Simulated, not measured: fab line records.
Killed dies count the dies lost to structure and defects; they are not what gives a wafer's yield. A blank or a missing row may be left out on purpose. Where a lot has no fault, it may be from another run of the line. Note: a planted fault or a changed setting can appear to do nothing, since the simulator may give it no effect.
Which of the tools did it? || flow n5_finfet || 24 lots with 72 wafers sampled at 5 steps, on a route of 1938 steps

WHAT THE GAUGES READ, wafer by wafer
N5_BEOL_M5_OVL_MEAS_12.
{"lot": "L074", "measured": "day 9 21:26", "on": "overlay-02", "M5_OVL (nm)": "-1.0 -1.1 -0.3"}
{"lot": "L075", "measured": "day 11 06:50", "on": "overlay-01", "M5_OVL (nm)": "-0.1 0.8 1.6"}
{"lot": "L076", "measured": "day 11 12:14", "on": "overlay-01", "M5_OVL (nm)": "0.1 0.6 0.6"}
{"lot": "L077", "measured": "day 11 15:19", "on": "overlay-02", "M5_OVL (nm)": "-0.2 0.1 0.4"}
{"lot": "L078", "measured": "day 11 21:10", "on": "overlay-02", "M5_OVL (nm)": "-0.9 -0.4 -1.6"}
{"lot": "L080", "measured": "day 12 05:39", "on": "overlay-01", "M5_OVL (nm)": "-0.7 1.0 -0.2"}
{"lot": "L081", "measured": "day 12 07:23", "on": "overlay-02", "M5_OVL (nm)": "-0.2 0.5 0.6"}
{"lot": "L082", "measured": "day 12 14:59", "on": "overlay-02", "M5_OVL (nm)": "1.8 0.1 -0.2"}
{"lot": "L083", "measured": "day 12 15:04", "on": "overlay-01", "M5_OVL (nm)": "0.7 0.2 0.3"}
{"lot": "L084", "measured": "day 12 19:31", "on": "overlay-01", "M5_OVL (nm)": "0.1 -0.1 0.1"}
{"lot": "L085", "measured": "day 13 04:01", "on": "overlay-01", "M5_OVL (nm)": "1.0 0.7 0.3"}
{"lot": "L086", "measured": "day 13 10:26", "on": "overlay-02", "M5_OVL (nm)": "0.2 0.5 0.5"}
{"lot": "L092", "measured": "day 13 10:29", "on": "overlay-01", "M5_OVL (nm)": "2.0 0.3 0.0"}
{"lot": "L088", "measured": "day 14 01:02", "on": "overlay-02", "M5_OVL (nm)": "-0.2 -0.2 0.3"}
{"lot": "L089", "measured": "day 14 05:58", "on": "overlay-02", "M5_OVL (nm)": "-0.1 0.0 1.1"}
{"lot": "L087", "measured": "day 14 06:01", "on": "overlay-01", "M5_OVL (nm)": "-0.4 0.5 0.2"}
{"lot": "L090", "measured": "day 14 10:04", "on": "overlay-02", "M5_OVL (nm)": "0.3 -1.3 -0.6"}
{"lot": "L091", "measured": "day 14 14:46", "on": "overlay-01", "M5_OVL (nm)": "-0.7 -0.5 0.3"}
{"lot": "L093", "measured": "day 14 18:34", "on": "overlay-02", "M5_OVL (nm)": "0.6 -0.2 0.3"}
{"lot": "L079", "measured": "day 15 14:53", "on": "overlay-01", "M5_OVL (nm)": "-0.6 0.3 0.3"}
{"lot": "L097", "measured": "day 15 15:08", "on": "overlay-02", "M5_OVL (nm)": "-0.6 -1.0 -0.4"}
{"lot": "L096", "measured": "day 16 00:55", "on": "overlay-02", "M5_OVL (nm)": "2.0 1.1 1.5"}
{"lot": "L094", "measured": "day 16 12:17", "on": "overlay-01", "M5_OVL (nm)": "0.5 -0.5 -0.4"}
{"lot": "L095", "measured": "day 16 16:05", "on": "overlay-02", "M5_OVL (nm)": "0.1 -0.3 1.0"}

N5_BEOL_M5_INSPECT_58: inspects for defects (darkfield).
{"lot": "L074", "measured": "day 10 07:42", "on": "defect_inspect-02", "raw_defect_count": "78 59 122"}
{"lot": "L075", "measured": "day 11 15:37", "on": "defect_inspect-01", "raw_defect_count": "67 106 95"}
{"lot": "L076", "measured": "day 11 21:20", "on": "defect_inspect-01", "raw_defect_count": "127 98 85"}
{"lot": "L077", "measured": "day 12 02:08", "on": "defect_inspect-02", "raw_defect_count": "43 49 51"}
{"lot": "L078", "measured": "day 12 07:53", "on": "defect_inspect-01", "raw_defect_count": "74 58 113"}
{"lot": "L080", "measured": "day 12 15:04", "on": "defect_inspect-02", "raw_defect_count": "41 62 54"}
{"lot": "L081", "measured": "day 12 19:44", "on": "defect_inspect-02", "raw_defect_count": "51 71 85"}
{"lot": "L082", "measured": "day 13 00:05", "on": "defect_inspect-01", "raw_defect_count": "78 73 80"}
{"lot": "L083", "measured": "day 12 23:38", "on": "defect_inspect-02", "raw_defect_count": "91 81 86"}
{"lot": "L084", "measured": "day 13 05:34", "on": "defect_inspect-01", "raw_defect_count": "40 85 59"}
{"lot": "L085", "measured": "day 13 14:31", "on": "defect_inspect-02", "raw_defect_count": "58 63 76"}
{"lot": "L086", "measured": "day 13 19:57", "on": "defect_inspect-02", "raw_defect_count": "94 103 60"}
{"lot": "L092", "measured": "day 13 19:08", "on": "defect_inspect-01", "raw_defect_count": "75 92 64"}
{"lot": "L088", "measured": "day 14 12:49", "on": "defect_inspect-01", "raw_defect_count": "51 81 61"}
{"lot": "L089", "measured": "day 14 16:55", "on": "defect_inspect-02", "raw_defect_count": "80 82 75"}
{"lot": "L087", "measured": "day 14 19:31", "on": "defect_inspect-01", "raw_defect_count": "56 32 77"}
{"lot": "L090", "measured": "day 14 20:49", "on": "defect_inspect-01", "raw_defect_count": "37 63 44"}
{"lot": "L091", "measured": "day 15 00:29", "on": "defect_inspect-02", "raw_defect_count": "91 96 127"}
{"lot": "L093", "measured": "day 15 04:14", "on": "defect_inspect-01", "raw_defect_count": "72 73 66"}
{"lot": "L079", "measured": "day 16 01:25", "on": "defect_inspect-02", "raw_defect_count": "38 64 68"}
{"lot": "L097", "measured": "day 16 02:31", "on": "defect_inspect-02", "raw_defect_count": "60 40 43"}
{"lot": "L096", "measured": "day 16 10:05", "on": "defect_inspect-02", "raw_defect_count": "87 71 48"}
{"lot": "L094", "measured": "day 16 21:33", "on": "defect_inspect-01", "raw_defect_count": "82 98 110"}
{"lot": "L095", "measured": "day 17 02:46", "on": "defect_inspect-01", "raw_defect_count": "59 56 46"}

N5_BEOL_M6_CD_MEAS_11: the cd target is 38.5 nm.
{"lot": "L074", "measured": "day 10 09:25", "on": "cd_sem-03", "cd_nm (nm)": "38.4 38.9 38.8"}
{"lot": "L075", "measured": "day 11 18:04", "on": "cd_sem-01", "cd_nm (nm)": "39.0 38.5 37.9"}
{"lot": "L076", "measured": "day 11 23:20", "on": "cd_sem-02", "cd_nm (nm)": "38.9 38.6 37.5"}
{"lot": "L077", "measured": "day 12 04:43", "on": "cd_sem-01", "cd_nm (nm)": "38.6 38.7 38.7"}
{"lot": "L078", "measured": "day 12 11:04", "on": "cd_sem-03", "cd_nm (nm)": "37.9 38.0 37.3"}
{"lot": "L080", "measured": "day 12 17:23", "on": "cd_sem-01", "cd_nm (nm)": "38.5 39.0 38.6"}
{"lot": "L081", "measured": "day 12 23:17", "on": "cd_sem-01", "cd_nm (nm)": "38.1 38.0 38.1"}
{"lot": "L082", "measured": "day 13 03:44", "on": "cd_sem-02", "cd_nm (nm)": "39.8 39.2 38.9"}
{"lot": "L083", "measured": "day 13 03:28", "on": "cd_sem-01", "cd_nm (nm)": "38.9 38.7 38.8"}
{"lot": "L084", "measured": "day 13 08:05", "on": "cd_sem-01", "cd_nm (nm)": "38.9 39.3 38.9"}
{"lot": "L085", "measured": "day 13 17:55", "on": "cd_sem-02", "cd_nm (nm)": "38.7 38.4 38.4"}
{"lot": "L086", "measured": "day 13 21:39", "on": "cd_sem-02", "cd_nm (nm)": "39.1 38.3 38.9"}
{"lot": "L092", "measured": "day 13 21:26", "on": "cd_sem-03", "cd_nm (nm)": "39.4 38.6 39.3"}
{"lot": "L088", "measured": "day 14 15:47", "on": "cd_sem-03", "cd_nm (nm)": "38.5 38.7 38.8"}
{"lot": "L089", "measured": "day 14 18:51", "on": "cd_sem-01", "cd_nm (nm)": "38.8 39.2 39.6"}
{"lot": "L087", "measured": "day 14 21:04", "on": "cd_sem-03", "cd_nm (nm)": "38.2 38.2 38.4"}
{"lot": "L090", "measured": "day 14 22:46", "on": "cd_sem-02", "cd_nm (nm)": "39.2 39.3 38.5"}
{"lot": "L091", "measured": "day 15 04:44", "on": "cd_sem-01", "cd_nm (nm)": "38.1 38.8 38.5"}
{"lot": "L093", "measured": "day 15 05:49", "on": "cd_sem-03", "cd_nm (nm)": "38.3 38.8 38.0"}
{"lot": "L079", "measured": "day 16 04:04", "on": "cd_sem-01", "cd_nm (nm)": "37.8 38.5 38.5"}
{"lot": "L097", "measured": "day 16 04:27", "on": "cd_sem-01", "cd_nm (nm)": "38.2 38.1 38.3"}
{"lot": "L096", "measured": "day 16 11:55", "on": "cd_sem-01", "cd_nm (nm)": "38.1 38.7 38.2"}
{"lot": "L094", "measured": "day 17 00:34", "on": "cd_sem-01", "cd_nm (nm)": "38.1 38.5 38.4"}
{"lot": "L095", "measured": "day 17 05:08", "on": "cd_sem-01", "cd_nm (nm)": "38.6 38.5 38.1"}

N5_BEOL_M6_INSPECT_13: inspects for defects (brightfield).
{"lot": "L074", "measured": "day 10 09:28", "on": "defect_inspect-01", "raw_defect_count": "489 494 513"}
{"lot": "L075", "measured": "day 11 18:07", "on": "defect_inspect-01", "raw_defect_count": "452 516 407"}
{"lot": "L076", "measured": "day 11 23:23", "on": "defect_inspect-01", "raw_defect_count": "490 550 383"}
{"lot": "L077", "measured": "day 12 04:46", "on": "defect_inspect-01", "raw_defect_count": "466 378 386"}
{"lot": "L078", "measured": "day 12 11:07", "on": "defect_inspect-02", "raw_defect_count": "394 346 436"}
{"lot": "L080", "measured": "day 12 17:27", "on": "defect_inspect-02", "raw_defect_count": "286 497 522"}
{"lot": "L081", "measured": "day 12 23:20", "on": "defect_inspect-01", "raw_defect_count": "442 414 482"}
{"lot": "L082", "measured": "day 13 03:47", "on": "defect_inspect-02", "raw_defect_count": "397 396 452"}
{"lot": "L083", "measured": "day 13 03:31", "on": "defect_inspect-01", "raw_defect_count": "510 444 506"}
{"lot": "L084", "measured": "day 13 08:08", "on": "defect_inspect-02", "raw_defect_count": "256 356 428"}
{"lot": "L085", "measured": "day 13 17:59", "on": "defect_inspect-01", "raw_defect_count": "340 301 337"}
{"lot": "L086", "measured": "day 13 21:42", "on": "defect_inspect-01", "raw_defect_count": "554 463 453"}
{"lot": "L092", "measured": "day 13 21:29", "on": "defect_inspect-01", "raw_defect_count": "390 556 433"}
{"lot": "L088", "measured": "day 14 15:50", "on": "defect_inspect-01", "raw_defect_count": "374 555 391"}
{"lot": "L089", "measured": "day 14 18:54", "on": "defect_inspect-01", "raw_defect_count": "445 427 394"}
{"lot": "L087", "measured": "day 14 21:07", "on": "defect_inspect-02", "raw_defect_count": "401 245 287"}
{"lot": "L090", "measured": "day 14 22:49", "on": "defect_inspect-02", "raw_defect_count": "307 710 578"}
{"lot": "L091", "measured": "day 15 04:47", "on": "defect_inspect-01", "raw_defect_count": "385 418 478"}
{"lot": "L093", "measured": "day 15 05:52", "on": "defect_inspect-02", "raw_defect_count": "391 394 460"}
{"lot": "L079", "measured": "day 16 04:07", "on": "defect_inspect-01", "raw_defect_count": "502 384 521"}
{"lot": "L097", "measured": "day 16 04:30", "on": "defect_inspect-01", "raw_defect_count": "276 308 269"}
{"lot": "L096", "measured": "day 16 11:58", "on": "defect_inspect-01", "raw_defect_count": "591 457 414"}
{"lot": "L094", "measured": "day 17 00:38", "on": "defect_inspect-01", "raw_defect_count": "385 362 479"}
{"lot": "L095", "measured": "day 17 05:11", "on": "defect_inspect-02", "raw_defect_count": "349 361 258"}

EACH LOT AND THE TOOL THAT RAN IT (in order: tool; ch and the chambers of the sampled wafers; start)
{"lot": "L074", "N5_BEOL_M5_STRIP_91": "rie_diel-01 ch 0,1,2, day 10 07:42 or earlier"}
{"lot": "L075", "N5_BEOL_M5_STRIP_91": "rie_diel-06 ch 0,2, day 11 15:37 or earlier"}
{"lot": "L076", "N5_BEOL_M5_STRIP_91": "rie_diel-03 ch 0,2,3, day 11 21:20 or earlier"}
{"lot": "L077", "N5_BEOL_M5_STRIP_91": "rie_diel-03 ch 2,3, day 12 02:08 or earlier"}
{"lot": "L078", "N5_BEOL_M5_STRIP_91": "rie_diel-06 ch 0,1,3, day 12 07:53 or earlier"}
{"lot": "L080", "N5_BEOL_M5_STRIP_91": "rie_diel-06 ch 0,1, day 12 15:04 or earlier"}
{"lot": "L081", "N5_BEOL_M5_STRIP_91": "rie_diel-03 ch 0,1,2, day 12 19:44 or earlier"}
{"lot": "L082", "N5_BEOL_M5_STRIP_91": "rie_diel-01 ch 2,3, day 13 00:05 or earlier"}
{"lot": "L083", "N5_BEOL_M5_STRIP_91": "rie_diel-01 ch 0,1,3, day 12 23:38 or earlier"}
{"lot": "L084", "N5_BEOL_M5_STRIP_91": "rie_diel-06 ch 0,3, day 13 05:34 or earlier"}
{"lot": "L085", "N5_BEOL_M5_STRIP_91": "rie_diel-06 ch 1,2, day 13 14:31 or earlier"}
{"lot": "L086", "N5_BEOL_M5_STRIP_91": "rie_diel-01 ch 0,2,3, day 13 19:57 or earlier"}
{"lot": "L092", "N5_BEOL_M5_STRIP_91": "rie_diel-06 ch 1,2,3, day 13 19:08 or earlier"}
{"lot": "L088", "N5_BEOL_M5_STRIP_91": "rie_diel-01 ch 0,1, day 14 12:49 or earlier"}
{"lot": "L089", "N5_BEOL_M5_STRIP_91": "rie_diel-01 ch 2,3, day 14 16:55 or earlier"}
{"lot": "L087", "N5_BEOL_M5_STRIP_91": "rie_diel-01 ch 0,1, day 14 19:31 or earlier"}
{"lot": "L090", "N5_BEOL_M5_STRIP_91": "rie_diel-01 ch 0,2, day 14 20:49 or earlier"}
{"lot": "L091", "N5_BEOL_M5_STRIP_91": "rie_diel-01 ch 0,1,3, day 15 00:29 or earlier"}
{"lot": "L093", "N5_BEOL_M5_STRIP_91": "rie_diel-06 ch 0,1,3, day 15 04:14 or earlier"}
{"lot": "L079", "N5_BEOL_M5_STRIP_91": "rie_diel-06 ch 0,2, day 16 01:25 or earlier"}
{"lot": "L097", "N5_BEOL_M5_STRIP_91": "rie_diel-03 ch 1,2, day 16 02:31 or earlier"}
{"lot": "L096", "N5_BEOL_M5_STRIP_91": "rie_diel-01 ch 1,3, day 16 10:05 or earlier"}
{"lot": "L094", "N5_BEOL_M5_STRIP_91": "rie_diel-06 ch 0,1,3, day 16 21:33 or earlier"}
{"lot": "L095", "N5_BEOL_M5_STRIP_91": "rie_diel-01 ch 1,2,3, day 17 02:46 or earlier"}
- N5_BEOL_M5_STRIP_91: strips in N2/H2, time 10 s.

WHAT THE TOOLS THEMSELVES READ (means of the sampled wafers that have a number; where no wafer has one, the mark that the record gives instead)
N5_BEOL_M5_STRIP_91.
{"lot": "L074", "tool": "rie_diel-01", "drypump_motor_current_A (A)": 6.4, "oes_product_au (a.u.)": 0.81, "rf_vpp_V (V)": 59.0, "showerhead_plenum_p_Torr (Torr)": 2.56, "temp_c (C)": 39.91, "throttle_valve_pct (%)": 23.89}
{"lot": "L075", "tool": "rie_diel-06", "drypump_motor_current_A (A)": 6.4, "oes_product_au (a.u.)": 0.74, "rf_vpp_V (V)": 59.7, "showerhead_plenum_p_Torr (Torr)": 2.49, "temp_c (C)": 39.89, "throttle_valve_pct (%)": 23.91}
{"lot": "L076", "tool": "rie_diel-03", "drypump_motor_current_A (A)": 5.3, "oes_product_au (a.u.)": 0.77, "rf_vpp_V (V)": 58.8, "showerhead_plenum_p_Torr (Torr)": 2.57, "temp_c (C)": 39.96, "throttle_valve_pct (%)": 23.75}
{"lot": "L077", "tool": "rie_diel-03", "drypump_motor_current_A (A)": 5.2, "oes_product_au (a.u.)": 0.82, "rf_vpp_V (V)": 60.3, "showerhead_plenum_p_Torr (Torr)": 2.60, "temp_c (C)": 40.06, "throttle_valve_pct (%)": 23.73}
{"lot": "L078", "tool": "rie_diel-06", "drypump_motor_current_A (A)": 5.6, "oes_product_au (a.u.)": 0.82, "rf_vpp_V (V)": 59.7, "showerhead_plenum_p_Torr (Torr)": 2.59, "temp_c (C)": 40.06, "throttle_valve_pct (%)": 23.86}
{"lot": "L080", "tool": "rie_diel-06", "drypump_motor_current_A (A)": 6.0, "oes_product_au (a.u.)": 0.78, "rf_vpp_V (V)": 59.1, "showerhead_plenum_p_Torr (Torr)": 2.60, "temp_c (C)": 40.03, "throttle_valve_pct (%)": 23.85}
{"lot": "L081", "tool": "rie_diel-03", "drypump_motor_current_A (A)": 5.5, "oes_product_au (a.u.)": 0.72, "rf_vpp_V (V)": 58.8, "showerhead_plenum_p_Torr (Torr)": 2.52, "temp_c (C)": 40.01, "throttle_valve_pct (%)": 23.67}
{"lot": "L082", "tool": "rie_diel-01", "drypump_motor_current_A (A)": 6.1, "oes_product_au (a.u.)": 0.87, "rf_vpp_V (V)": 58.9, "showerhead_plenum_p_Torr (Torr)": 2.54, "temp_c (C)": 39.87, "throttle_valve_pct (%)": 23.81}
{"lot": "L083", "tool": "rie_diel-01", "drypump_motor_current_A (A)": 6.3, "oes_product_au (a.u.)": 0.80, "rf_vpp_V (V)": 59.2, "showerhead_plenum_p_Torr (Torr)": 2.48, "temp_c (C)": 40.02, "throttle_valve_pct (%)": 23.79}
{"lot": "L084", "tool": "rie_diel-06", "drypump_motor_current_A (A)": 5.6, "oes_product_au (a.u.)": 0.75, "rf_vpp_V (V)": 60.1, "showerhead_plenum_p_Torr (Torr)": 2.58, "temp_c (C)": 39.99, "throttle_valve_pct (%)": 24.08}
{"lot": "L085", "tool": "rie_diel-06", "drypump_motor_current_A (A)": 5.6, "oes_product_au (a.u.)": 0.87, "rf_vpp_V (V)": 59.2, "showerhead_plenum_p_Torr (Torr)": 2.53, "temp_c (C)": 40.09, "throttle_valve_pct (%)": 23.55}
{"lot": "L086", "tool": "rie_diel-01", "drypump_motor_current_A (A)": 6.3, "oes_product_au (a.u.)": 0.83, "rf_vpp_V (V)": 59.8, "showerhead_plenum_p_Torr (Torr)": 2.53, "temp_c (C)": 40.06, "throttle_valve_pct (%)": 23.91}
{"lot": "L092", "tool": "rie_diel-06", "drypump_motor_current_A (A)": 5.6, "oes_product_au (a.u.)": 0.82, "rf_vpp_V (V)": 58.8, "showerhead_plenum_p_Torr (Torr)": 2.52, "temp_c (C)": 39.95, "throttle_valve_pct (%)": 23.79}
{"lot": "L088", "tool": "rie_diel-01", "drypump_motor_current_A (A)": 6.4, "oes_product_au (a.u.)": 0.74, "rf_vpp_V (V)": 59.1, "showerhead_plenum_p_Torr (Torr)": 2.49, "temp_c (C)": 39.97, "throttle_valve_pct (%)": 23.81}
{"lot": "L089", "tool": "rie_diel-01", "drypump_motor_current_A (A)": 6.3, "oes_product_au (a.u.)": 0.85, "rf_vpp_V (V)": 59.8, "showerhead_plenum_p_Torr (Torr)": 2.62, "temp_c (C)": 39.94, "throttle_valve_pct (%)": 23.96}
{"lot": "L087", "tool": "rie_diel-01", "drypump_motor_current_A (A)": 6.5, "oes_product_au (a.u.)": 0.75, "rf_vpp_V (V)": 59.1, "showerhead_plenum_p_Torr (Torr)": 2.47, "temp_c (C)": 40.06, "throttle_valve_pct (%)": 23.92}
{"lot": "L090", "tool": "rie_diel-01", "drypump_motor_current_A (A)": 6.5, "oes_product_au (a.u.)": 0.81, "rf_vpp_V (V)": 58.3, "showerhead_plenum_p_Torr (Torr)": 2.61, "temp_c (C)": 40.08, "throttle_valve_pct (%)": 24.07}
{"lot": "L091", "tool": "rie_diel-01", "drypump_motor_current_A (A)": 6.3, "oes_product_au (a.u.)": 0.79, "rf_vpp_V (V)": 59.3, "showerhead_plenum_p_Torr (Torr)": 2.48, "temp_c (C)": 40.04, "throttle_valve_pct (%)": 23.80}
{"lot": "L093", "tool": "rie_diel-06", "drypump_motor_current_A (A)": 5.6, "oes_product_au (a.u.)": 0.87, "rf_vpp_V (V)": 59.8, "showerhead_plenum_p_Torr (Torr)": 2.58, "temp_c (C)": 40.04, "throttle_valve_pct (%)": 23.79}
{"lot": "L079", "tool": "rie_diel-06", "drypump_motor_current_A (A)": 6.4, "oes_product_au (a.u.)": 0.79, "rf_vpp_V (V)": 58.9, "showerhead_plenum_p_Torr (Torr)": 2.47, "temp_c (C)": 39.92, "throttle_valve_pct (%)": 23.88}
{"lot": "L097", "tool": "rie_diel-03", "drypump_motor_current_A (A)": 5.7, "oes_product_au (a.u.)": 0.71, "rf_vpp_V (V)": 58.7, "showerhead_plenum_p_Torr (Torr)": 2.49, "temp_c (C)": 39.98, "throttle_valve_pct (%)": 23.60}
{"lot": "L096", "tool": "rie_diel-01", "drypump_motor_current_A (A)": 6.2, "oes_product_au (a.u.)": 0.76, "rf_vpp_V (V)": 58.6, "showerhead_plenum_p_Torr (Torr)": 2.50, "temp_c (C)": 40.07, "throttle_valve_pct (%)": 23.71}
{"lot": "L094", "tool": "rie_diel-06", "drypump_motor_current_A (A)": 5.6, "oes_product_au (a.u.)": 0.84, "rf_vpp_V (V)": 58.9, "showerhead_plenum_p_Torr (Torr)": 2.57, "temp_c (C)": 39.96, "throttle_valve_pct (%)": 23.81}
{"lot": "L095", "tool": "rie_diel-01", "drypump_motor_current_A (A)": 6.2, "oes_product_au (a.u.)": 0.79, "rf_vpp_V (V)": 59.2, "showerhead_plenum_p_Torr (Torr)": 2.55, "temp_c (C)": 39.84, "throttle_valve_pct (%)": 23.85}

THE ANSWER, worked out from the rows above alone
Rule: usual is defined by the lots themselves. The widest of any qualifying gaps counts: lots, ordered by their means at a reading, are off when they make up no more than a third of the lots, leave a main group of 4 or more, and stand apart from it by 3 or more times the standard deviation of that group's means. If all means in a main group match to the digits the tables above print for the reading, that group is not used. Also off: a lot with no number at a reading for which 4 or more lots have one. Where the step has rows for the other lots, those lots are counted as sound. Order of review: gauges by route order, followed by the tools' own readings, for which a lot's mean as printed above is used. At the first step where some lot is off, the reading lying furthest off is the one used; lots without a number count as furthest.
None of the lots is off at any reading shown; this tells nothing.

WHAT WAS PUT IN BY THE SIMULATOR
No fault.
